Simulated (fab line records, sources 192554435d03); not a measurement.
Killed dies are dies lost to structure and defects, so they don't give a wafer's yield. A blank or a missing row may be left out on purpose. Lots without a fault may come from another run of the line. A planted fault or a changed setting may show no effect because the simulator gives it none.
Problem report in the 8D (eight disciplines) form, filled by code | flow n5_finfet | the parts of the form that need people (team, actions taken, sign-off) are left out

1. THE PROBLEM
bias_w at N5_PASSIVATION_VIA_ETCH_13 reads a mean of 110.7 W on 6 wafers of 2 lots; wafers without a fault read 169.9 W with a standard deviation of 0.51. That is -99 or more standard deviations from the usual mean.
The step: etches SiO2 in CHF3/O2, target depth 660 nm, time 330 s.
First seen on wafer L837.2, day 16 05:15, on rie_diel-06. The record holds 33 wafers of 11 lots with a number at this step. Rule for "out", or "out of limits": more than 4 standard deviations from the usual mean. The other wafers with a number count as sound.

2. WHAT IT IS AND WHAT IT IS NOT
question                    | is                                  | is not
which readings at this step | bias_w, etch_rf_on_time_s, rf_vpp_V | drypump_motor_current_A, oes_product_au, showerhead_plenum_p_Torr
which lots                  | L837, L841                          | L821, L823, L828, L830, L831, L832, L833, L839, L844
which wafers of those lots  | all that have a number              | -
read on which tools         | rie_diel-06                         | rie_diel-01, rie_diel-02
when                        | from day 16 05:15                   | up to then (21 sound wafers); but 6 sound wafers of L839, L844 came after

3. SUSPECTS, AND WHAT RULES EACH OUT
Counting: a tool at a process step up to the reading stays a suspect if it ran every lot that is out and no sound lot after the first of them.
- rie_diel-06 at N5_PASSIVATION_VIA_ETCH_13 (etches SiO2 in CHF3/O2, target depth 660 nm, time 330 s): kept. It ran every lot that is out, first L837 (day 16 05:15), and no sound lot after that; its last sound lot up to then is L833 (day 14 21:50). Its own readings are out on those wafers: bias_w, etch_rf_on_time_s, rf_vpp_V.
Left after counting: rie_diel-06 at N5_PASSIVATION_VIA_ETCH_13.

4. THE CAUSE (what the simulator had put in)
Process parameter drift: rie_diel-06, from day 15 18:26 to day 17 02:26, at N5_PASSIVATION_VIA_ETCH_13. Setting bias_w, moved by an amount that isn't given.
Counting left only this tool.

5. THE CHAIN OF EFFECTS, in route order
Each row: a reading whose mean over the struck wafers that have a number lies more than 3 standard deviations from the usual. Only readings for which the record gives a usual standard deviation are gone through. hours: the time from each lot's start at the first step in this table that gives one to its start at this step, as a median over the lots. sigmas: the change in usual standard deviations.
hours | step                       | reading           | usual   | on struck wafers | change | sigmas
0     | N5_PASSIVATION_VIA_ETCH_13 | bias_w            | 169.9 W | 110.7            | -59.2  | -99 or more
0     | N5_PASSIVATION_VIA_ETCH_13 | etch_rf_on_time_s | 236 s   | 270              | +34    | +8.5
0     | N5_PASSIVATION_VIA_ETCH_13 | rf_vpp_V          | 523 V   | 366              | -157   | -27
The process steps in it:
- N5_PASSIVATION_VIA_ETCH_13: etches SiO2 in CHF3/O2, target depth 660 nm, time 330 s.

6. WHAT WOULD HAVE CAUGHT IT SOONER
In this record the first reading out of limits was taken at day 16 05:15, 11 hours after the fault began at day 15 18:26.
